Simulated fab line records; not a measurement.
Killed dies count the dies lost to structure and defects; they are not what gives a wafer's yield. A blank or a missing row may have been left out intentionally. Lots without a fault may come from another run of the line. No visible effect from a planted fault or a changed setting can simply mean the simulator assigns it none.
Matching of chambers :: flow n5Finfet :: N5_BEOL_M5_ETCH_61 on rieDiel-01 has 4 sister chambers
The step etches SiARC in CF4, target depth 15.6 nm, time 26 s. 8 wafers are shown with their chamber, then 8 later ones without.

## WAFERS WITH THEIR CHAMBER
wafer: L077.1
chamber: 0
drypumpMotorCurrentA (A): 5.8
showerheadPlenumPTorr (Torr): 2.27

wafer: L085.2
chamber: 0
drypumpMotorCurrentA (A): 5.9
showerheadPlenumPTorr (Torr): 2.26

wafer: L085.5
chamber: 1
drypumpMotorCurrentA (A): 4.7
showerheadPlenumPTorr (Torr): 2.19

wafer: L091.6
chamber: 2
drypumpMotorCurrentA (A): 6.6
showerheadPlenumPTorr (Torr): 2.10

wafer: L095.2
chamber: 2
drypumpMotorCurrentA (A): 6.5
showerheadPlenumPTorr (Torr): 2.09

wafer: L095.3
chamber: 3
drypumpMotorCurrentA (A): 6.2
showerheadPlenumPTorr (Torr): 2.06

wafer: L095.4
chamber: 1
drypumpMotorCurrentA (A): 4.7
showerheadPlenumPTorr (Torr): 2.18

wafer: L096.1
chamber: 3
drypumpMotorCurrentA (A): 6.2
showerheadPlenumPTorr (Torr): 2.06

## WAFERS WITH NO CHAMBER GIVEN
wafer: L096.2
drypumpMotorCurrentA (A): 4.7
showerheadPlenumPTorr (Torr): 2.18

wafer: L096.3
drypumpMotorCurrentA (A): 6.6
showerheadPlenumPTorr (Torr): 2.09

wafer: L096.4
drypumpMotorCurrentA (A): 5.9
showerheadPlenumPTorr (Torr): 2.25

wafer: L096.5
drypumpMotorCurrentA (A): 4.7
showerheadPlenumPTorr (Torr): 2.18

wafer: L096.6
drypumpMotorCurrentA (A): 6.6
showerheadPlenumPTorr (Torr): 2.09

wafer: L097.2
drypumpMotorCurrentA (A): 6.2
showerheadPlenumPTorr (Torr): 2.06

wafer: L097.3
drypumpMotorCurrentA (A): 6.6
showerheadPlenumPTorr (Torr): 2.09

wafer: L097.4
drypumpMotorCurrentA (A): 5.9
showerheadPlenumPTorr (Torr): 2.25

## WHICH CHAMBER EACH WENT THROUGH
wafer: L096.2
from the rows above: 1
in truth: 1

wafer: L096.3
from the rows above: 2
in truth: 2

wafer: L096.4
from the rows above: 0
in truth: 0

wafer: L096.5
from the rows above: 1
in truth: 1

wafer: L096.6
from the rows above: 2
in truth: 2

wafer: L097.2
from the rows above: 3
in truth: 3

wafer: L097.3
from the rows above: 2
in truth: 2

wafer: L097.4
from the rows above: 0
in truth: 0
Correct placement for 8 of the 8. Number that these rows cannot place: 0. Number placed wrongly: 0.
How it was worked out, from the rows above alone: a wafer's distance from a chamber is the root of the sum, over the readings, of the square of ((its reading less the chamber's mean) divided by the reading's scatter). If the next closest chamber is less than 2 further off than the closest, the wafer can't be placed; otherwise it belongs to the closest. A chamber's mean is the mean of its shown wafers. How the scatter is found: for the shown wafers, subtract from each reading the mean of its chamber, square and add these, divide the total by (wafers less chambers), then take the root.
